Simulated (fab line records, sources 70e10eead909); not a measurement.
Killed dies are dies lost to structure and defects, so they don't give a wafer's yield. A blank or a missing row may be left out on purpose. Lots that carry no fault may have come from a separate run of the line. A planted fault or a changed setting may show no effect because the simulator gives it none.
What tool caused it? / flow nand harc / 6 lots, 18 wafers sampled, at 5 steps of a route of 1159

## WHAT EACH GAUGE READ, for each wafer
NHARC_END_SORT_01.
lot=L106; measured=day 23 20:45; on=prober-02; killed at array=23 16 21

## WHAT TOOL EACH LOT RAN ON (gives the tool, then ch and the chambers of the sampled wafers, and finally the start)
lot=L988; NHARC_P_CONTACT_CMP_01=cmp-04 ch 0,1,3, day 5 18:31; NHARC_P_CONTACT_DESCUM_17=rie diel-12 ch 0,1,3, day 5 19:25; NHARC_P_CONTACT_STRIP_28=rie diel-11 ch 0,1,2, day 5 20:28; NHARC_P_CONTACT_ALD_22=ald metal-04 ch 0,2,3, day 5 21:20
lot=L994; NHARC_P_CONTACT_CMP_01=cmp-04 ch 0,1,2, day 7 07:34; NHARC_P_CONTACT_DESCUM_17=rie diel-11 ch 0,1,2, day 7 08:35; NHARC_P_CONTACT_STRIP_28=rie diel-01 ch 1,2,3, day 7 09:34; NHARC_P_CONTACT_ALD_22=ald metal-03 ch 0,1,3, day 7 10:28
lot=L996; NHARC_P_CONTACT_CMP_01=cmp-02 ch 1,2, day 7 18:31; NHARC_P_CONTACT_DESCUM_17=rie diel-01 ch 0,2, day 7 19:32; NHARC_P_CONTACT_STRIP_28=rie diel-01 ch 0,1, day 7 20:30; NHARC_P_CONTACT_ALD_22=ald metal-01 ch 0,1,3, day 7 21:22
lot=L999; NHARC_P_CONTACT_CMP_01=cmp-04 ch 0,2,3, day 8 19:48; NHARC_P_CONTACT_DESCUM_17=rie diel-11 ch 0,2,3, day 8 20:47; NHARC_P_CONTACT_STRIP_28=rie diel-12 ch 0,1, day 8 21:44; NHARC_P_CONTACT_ALD_22=ald metal-01 ch 0,1,3, day 8 22:40
lot=L106; NHARC_P_CONTACT_CMP_01=cmp-02 ch 1,2,3, day 10 01:56; NHARC_P_CONTACT_DESCUM_17=rie diel-11 ch 0,1, day 10 02:47; NHARC_P_CONTACT_STRIP_28=rie diel-12 ch 2,3, day 10 03:44; NHARC_P_CONTACT_ALD_22=ald metal-03 ch 2,3, day 10 04:39
lot=L110; NHARC_P_CONTACT_CMP_01=cmp-04 ch 0,2,3, day 11 02:59; NHARC_P_CONTACT_DESCUM_17=rie diel-01 ch 0,1, day 11 03:57; NHARC_P_CONTACT_STRIP_28=rie diel-01 ch 1,2, day 11 05:17; NHARC_P_CONTACT_ALD_22=ald metal-03 ch 0,2,3, day 11 06:11
- NHARC_P_CONTACT_CMP_01: polishes SiO2, target thk 200 nm.
- NHARC_P_CONTACT_DESCUM_17: chemistry O2, time 3 s.
- NHARC_P_CONTACT_STRIP_28: strips in O2.
- NHARC_P_CONTACT_ALD_22: deposits TiN, target thk 3 nm, pulse time 1 s, ald cycles 150.

## THE ANSWER, worked out from the rows above alone
Rule: the usual values come from the lots themselves. Put in order of their means at a reading, lots are off if they are a third of the lots or fewer, leave a main group of 4 or more, and stand apart from it by a gap of 3 or more times the standard deviation of the main group's means; of several such gaps the widest counts. The tables above print the reading to a certain number of digits; a main group whose means all agree to those digits is not used. Also off: a lot with no number at a reading for which 4 or more lots have one. The other lots that the step has rows for count as sound.
Nothing can be told from this: no lot is off at any reading shown.

## WHAT THE SIMULATOR HAD PUT IN
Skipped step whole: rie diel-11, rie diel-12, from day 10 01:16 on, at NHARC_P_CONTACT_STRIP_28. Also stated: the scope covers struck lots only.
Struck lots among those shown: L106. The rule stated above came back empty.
